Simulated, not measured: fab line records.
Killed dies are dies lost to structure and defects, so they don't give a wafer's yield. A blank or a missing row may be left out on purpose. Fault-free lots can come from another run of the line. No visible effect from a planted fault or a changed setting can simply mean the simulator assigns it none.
Matching of chambers ; flow nand_harc ; rie_diel-05 running NHARC_A_CONTACT_ETCH_106: 3 sister chambers
The step etches the open film in CF4/O2, target depth 90 nm, overetch 9 nm, time 49.5 s. 6 wafers are shown with their chamber, then 4 later ones without.

## WAFERS WITH THEIR CHAMBER
wafer;chamber;drypump_motor_current_A (A);showerhead_plenum_p_Torr (Torr)
L274.6;3;5.66;1.26
L290.3;0;5.52;1.32
L290.5;2;5.70;1.44
L292.2;0;5.50;1.32
L292.5;3;5.65;1.25
L292.6;2;5.71;1.44

## WAFERS WHOSE CHAMBER IS MISSING
wafer;drypump_motor_current_A (A);showerhead_plenum_p_Torr (Torr)
L293.2;5.72;1.44
L293.5;5.50;1.32
L295.1;5.46;1.32
L295.3;5.68;1.44

## WHICH CHAMBER EACH WENT THROUGH
wafer;from the rows above;in truth
L293.2;2;2
L293.5;0;0
L295.1;0;0
L295.3;2;2
Correctly placed: 4 of 4. Number that these rows cannot place: 0. Number placed wrongly: 0.
How it was worked out, from the rows above alone: a wafer's distance from a chamber is the root of the sum, over the readings, of the square of ((its reading less the chamber's mean) divided by the reading's scatter). If the next closest chamber is less than 2 further off than the closest, the wafer can't be placed; otherwise it belongs to the closest. Each chamber's mean is taken over the wafers shown for it. The scatter: the root of (the sum of the squares of (reading less its chamber's mean) over the shown wafers, divided by (wafers less chambers)).
